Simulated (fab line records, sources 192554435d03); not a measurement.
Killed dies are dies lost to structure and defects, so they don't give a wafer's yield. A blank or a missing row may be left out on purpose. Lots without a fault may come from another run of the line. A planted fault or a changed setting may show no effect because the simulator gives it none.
A struck lot beside a sound one | flow n5_finfet | 26 steps out of a route of 1938
Sound: wafers L599.2, L599.3, L599.6. Struck: wafers L592.2, L592.4, L592.6. The cause comes at the end.
At each step with rows: each side's tool, then ch and its chambers, then its first start. Under that, the readings that differ: sound wafers | struck wafers | difference of the means | sigmas: that difference in standard deviations of wafers without a fault.
alike: readings whose means differ by less than 2 such deviations, and words and numbers that are the same on both sides. not compared: withheld readings, readings that some wafer has no value for, bounds like >300 that may hide the same value, and numbers for which the record gives no deviation and whose values overlap.
The two part at a step that has a row with sigmas, a row that says differs or no value, or rows on one side only. Numbers that don't overlap but have no deviation are shown without sigmas and don't part them. A reading that every wafer of one side lacks parts them only if that side has two wafers or more.

first, 11 steps without rows for these wafers: N5_SD_EPI_N_STRIP_47 (strips in CHF3/O2); N5_SD_EPI_N_SD_RECESS_17 (chemistry HBr/Cl2/O2, target depth 41 nm, time 23.7 s, bt time 3 s); N5_SD_EPI_N_STRIP_38 (strips in N2/H2); N5_SD_EPI_N_WET_ETCH_43 (etches SiO2 in dHF, time 14 s, target depth 1.5 nm); N5_SD_EPI_N_STRIP_18 (strips in SPM, time 750 s); N5_SD_EPI_N_SRD_20 (time 30 s); N5_SD_EPI_N_PRECLEAN_48 (cleans in NF3:NH3, afs cycles 2, time 20 s, sublimation time 60 s); N5_SD_EPI_N_VAPOR_ETCH_50 (etches Si in HCl, time 54 s); N5_SD_EPI_N_EPI_21 (deposits Si:P, time 690 s); N5_SD_EPI_N_PRECLEAN_24 (cleans in O3/DIW, time 60 s); N5_SD_EPI_N_SRD_25 (time 30 s).
N5_SD_EPI_N_PRECLEAN_49: cleans in NF3:NH3, afs cycles 1, time 20 s, sublimation time 60 s.
  sound on remote_plasma-02 ch 0, day 8 22:18; struck on remote_plasma-01 ch 0, day 7 03:49
then, 1 step without rows for these wafers: N5_SD_EPI_N_LINER_46 (material SiNx, target thk 3 nm).
N5_SD_EPI_N_INSPECT_26: inspects for defects (darkfield).
  sound on defect_inspect-02, day 8 22:47; struck on defect_inspect-02, day 7 04:14
  reading          | sound       | struck         | difference | sigmas
  raw_defect_count | 222 195 258 | 1082 1149 1155 | +904       | +20
then, 8 steps without rows for these wafers: N5_SD_EPI_P_COAT_34 (time 60 s, resist thk 350 nm); N5_SD_EPI_P_COAT_35 (time 60 s, resist thk 35 nm); N5_SD_EPI_P_COAT_03 (resist thk 150 nm); N5_SD_EPI_P_EBR_05; N5_SD_EPI_P_SOFTBAKE_04 (time 60 s); N5_SD_EPI_P_EXPOSE_06 (exposes mask SD P BLK, target cd 240 nm); N5_SD_EPI_P_PEB_07 (peb time 60 s); N5_SD_EPI_P_DEVELOP_08 (develop time 30 s).
N5_SD_EPI_P_INSPECT_11: inspects for defects (macro).
  sound on defect_inspect-02, day 8 23:14; struck on defect_inspect-01, day 7 04:41
  reading          | sound | struck         | difference | sigmas
  raw_defect_count | 0 3 4 | >300 >300 >300 | differs    |
then, 1 step without rows for these wafers: N5_SD_EPI_P_DESCUM_14 (chemistry O2, time 7.9 s).
-- the record jumps here: 4 days lie between the struck wafers' starts before and after (it left off in module SD_EPI_P and takes up again in module BEOL_M4, whose first step shown is number 1111 of the route) --
N5_BEOL_M4_RC_MEAS_101:
  sound on prober-01 ch 0, day 13 17:56; struck on prober-02 ch 0, day 11 13:49
  alike: DIBL_N, DIBL_P, IOFF_N, IOFF_P, ION_N, ION_P, SS_N, SS_P, VT_N, VT_P
-- the record jumps here: 5 days lie between the struck wafers' starts before and after (it left off in module BEOL_M4 and takes up again in module PASSIVATION, whose first step shown is number 1936 of the route) --
N5_PASSIVATION_PROBE_49:
  the record has rows for the struck wafers here (prober-02, day 16 02:02) and none for the sound ones

WHERE THEY PART
First at N5_SD_EPI_N_INSPECT_26; last, within this record, at N5_PASSIVATION_PROBE_49.

WHY: what the simulator had put in
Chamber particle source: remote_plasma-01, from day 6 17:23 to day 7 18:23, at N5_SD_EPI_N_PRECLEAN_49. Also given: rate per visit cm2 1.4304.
